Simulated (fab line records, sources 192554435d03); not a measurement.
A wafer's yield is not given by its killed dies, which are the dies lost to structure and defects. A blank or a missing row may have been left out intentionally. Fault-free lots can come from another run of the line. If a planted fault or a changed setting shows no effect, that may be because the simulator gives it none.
What tool caused it? :: flow n5 finfet :: Sampling: 13 lots, 38 wafers, 3 of 1938 route steps

== WHAT THE GAUGES SHOWED, per wafer ==
N5_START_INSPECT_01: inspects for defects (unpatterned scan).
lot: L982
measured: day 1 12:02
on: defect inspect-01
raw defect count: 7 4

lot: L986
measured: day 2 12:02
on: defect inspect-02
raw defect count: 8 8 6

lot: L987
measured: day 2 18:02
on: defect inspect-02
raw defect count: 11 5 6

lot: L988
measured: day 3 00:02
on: defect inspect-01
raw defect count: 8 3 4

lot: L989
measured: day 3 06:02
on: defect inspect-01
raw defect count: 5 3 8

lot: L991
measured: day 3 18:02
on: defect inspect-02
raw defect count: 6 6 6

lot: L992
measured: day 4 00:02
on: defect inspect-02
raw defect count: 6 5 5

lot: L993
measured: day 4 06:02
on: defect inspect-01
raw defect count: 4 4 4

lot: L994
measured: day 4 12:02
on: defect inspect-01
raw defect count: 5 2 2

lot: L995
measured: day 4 18:02
on: defect inspect-01
raw defect count: 3 6 4

lot: L997
measured: day 5 06:02
on: defect inspect-02
raw defect count: 6 6 8

lot: L998
measured: day 5 12:02
on: defect inspect-02
raw defect count: 7 5 7

lot: L999
measured: day 5 18:02
on: defect inspect-01
raw defect count: 7 6 6

N5_WELL_APT_INSPECT_27: inspects for defects (macro).
lot: L982
measured: day 1 14:51
on: defect inspect-01
raw defect count: 2 3

lot: L986
measured: day 2 16:28
on: defect inspect-01
raw defect count: 1 1 1

lot: L987
measured: day 2 21:29
on: defect inspect-02
raw defect count: 3 3 0

lot: L988
measured: day 3 03:20
on: defect inspect-01
raw defect count: 3 1 1

lot: L989
measured: day 3 08:52
on: defect inspect-02
raw defect count: 2 3 2

lot: L991
measured: day 3 21:23
on: defect inspect-01
raw defect count: 1 3 1

lot: L992
measured: day 4 03:12
on: defect inspect-01
raw defect count: 3 5 6

lot: L993
measured: day 4 08:58
on: defect inspect-02
raw defect count: 3 3 2

lot: L994
measured: day 4 15:22
on: defect inspect-01
raw defect count: 3 2 2

lot: L995
measured: day 4 21:00
on: defect inspect-02
raw defect count: 6 3 1

lot: L997
measured: day 5 09:09
on: defect inspect-02
raw defect count: 5 4 2

lot: L998
measured: day 5 15:02
on: defect inspect-01
raw defect count: 2 3 0

lot: L999
measured: day 5 21:03
on: defect inspect-01
raw defect count: 1 3 6

== EACH LOT AND THE TOOL THAT RAN IT (in order: tool; ch and the chambers of the sampled wafers; start) ==
lot: L982
N5_WELL_APT_DESCUM_13: rie diel-05 ch 3, day 1 13:46

lot: L986
N5_WELL_APT_DESCUM_13: rie diel-02 ch 0,1,2, day 2 15:14

lot: L987
N5_WELL_APT_DESCUM_13: rie diel-06 ch 0,1,2, day 2 20:24

lot: L988
N5_WELL_APT_DESCUM_13: rie diel-06 ch 0,2, day 3 02:14

lot: L989
N5_WELL_APT_DESCUM_13: rie diel-05 ch 0,2, day 3 07:39

lot: L991
N5_WELL_APT_DESCUM_13: rie diel-05 ch 0,1, day 3 20:15

lot: L992
N5_WELL_APT_DESCUM_13: rie diel-06 ch 1,2, day 4 01:58

lot: L993
N5_WELL_APT_DESCUM_13: rie diel-02 ch 0,3, day 4 07:45

lot: L994
N5_WELL_APT_DESCUM_13: rie diel-05 ch 0,2, day 4 13:55

lot: L995
N5_WELL_APT_DESCUM_13: rie diel-06 ch 1,3, day 4 19:46

lot: L997
N5_WELL_APT_DESCUM_13: rie diel-06 ch 0,3, day 5 08:04

lot: L998
N5_WELL_APT_DESCUM_13: rie diel-06 ch 0,1,3, day 5 13:49

lot: L999
N5_WELL_APT_DESCUM_13: rie diel-06 ch 0,2,3, day 5 19:49
- N5_WELL_APT_DESCUM_13: chemistry O2, time 7.9 s.

== WHAT THE TOOLS THEMSELVES READ (means of the sampled wafers that have a number; where no wafer has one, the mark that the record gives instead) ==
N5_WELL_APT_DESCUM_13.
lot: L982
tool: rie diel-05
drypump motor current A (A): 4.9
oes product au (a.u.): 0.69
rf vpp V (V): 242.7
showerhead plenum p Torr (Torr): 2.07
throttle valve pct (%): 20.30

lot: L986
tool: rie diel-02
drypump motor current A (A): 5.6
oes product au (a.u.): 0.85
rf vpp V (V): 242.1
showerhead plenum p Torr (Torr): 2.06
throttle valve pct (%): 20.30

lot: L987
tool: rie diel-06
drypump motor current A (A): 5.7
oes product au (a.u.): 0.70
rf vpp V (V): 242.8
showerhead plenum p Torr (Torr): 2.02
throttle valve pct (%): 20.59

lot: L988
tool: rie diel-06
drypump motor current A (A): 5.3
oes product au (a.u.): 0.72
rf vpp V (V): 242.6
showerhead plenum p Torr (Torr): 2.02
throttle valve pct (%): 20.75

lot: L989
tool: rie diel-05
drypump motor current A (A): 6.2
oes product au (a.u.): 0.79
rf vpp V (V): 242.2
showerhead plenum p Torr (Torr): 2.05
throttle valve pct (%): 20.29

lot: L991
tool: rie diel-05
drypump motor current A (A): 6.3
oes product au (a.u.): 0.91
rf vpp V (V): 242.1
showerhead plenum p Torr (Torr): 2.05
throttle valve pct (%): 20.21

lot: L992
tool: rie diel-06
drypump motor current A (A): 6.1
oes product au (a.u.): 0.67
rf vpp V (V): 242.8
showerhead plenum p Torr (Torr): 2.04
throttle valve pct (%): 20.57

lot: L993
tool: rie diel-02
drypump motor current A (A): 5.6
oes product au (a.u.): 0.80
rf vpp V (V): 242.6
showerhead plenum p Torr (Torr): 2.07
throttle valve pct (%): 20.46

lot: L994
tool: rie diel-05
drypump motor current A (A): 6.2
oes product au (a.u.): 0.79
rf vpp V (V): 242.1
showerhead plenum p Torr (Torr): 2.05
throttle valve pct (%): 20.31

lot: L995
tool: rie diel-06
drypump motor current A (A): 6.1
oes product au (a.u.): 0.72
rf vpp V (V): 241.8
showerhead plenum p Torr (Torr): 2.05
throttle valve pct (%): 20.43

lot: L997
tool: rie diel-06
drypump motor current A (A): 5.4
oes product au (a.u.): 0.74
rf vpp V (V): 242.7
showerhead plenum p Torr (Torr): 2.05
throttle valve pct (%): 20.75

lot: L998
tool: rie diel-06
drypump motor current A (A): 5.8
oes product au (a.u.): 0.73
rf vpp V (V): 242.3
showerhead plenum p Torr (Torr): 2.05
throttle valve pct (%): 20.60

lot: L999
tool: rie diel-06
drypump motor current A (A): 5.8
oes product au (a.u.): 0.82
rf vpp V (V): 243.7
showerhead plenum p Torr (Torr): 2.08
throttle valve pct (%): 20.59

== THE ANSWER, worked out from the rows above alone ==
Rule: usual is defined by the lots themselves. Put in order of their means at a reading, lots are off if they are a third of the lots or fewer, leave a main group of 4 or more, and stand apart from it by a gap of 3 or more times the standard deviation of the main group's means; of several such gaps the widest counts. If all means in a main group match to the digits the tables above print for the reading, that group is not used. A lot without any number at a reading at which 4 lots or more have one is off too. Where the step has rows for the other lots, those lots are counted as sound. After the gauges, taken in route order, come the tools' own readings; for these a lot's mean is taken, as printed above. The first step at which some lot is off is used, and at that step the reading that is off furthest; a lot without a number counts as furthest.
Across all readings shown, no lot is off: no conclusion can be drawn from this.

== WHAT WAS PUT IN BY THE SIMULATOR ==
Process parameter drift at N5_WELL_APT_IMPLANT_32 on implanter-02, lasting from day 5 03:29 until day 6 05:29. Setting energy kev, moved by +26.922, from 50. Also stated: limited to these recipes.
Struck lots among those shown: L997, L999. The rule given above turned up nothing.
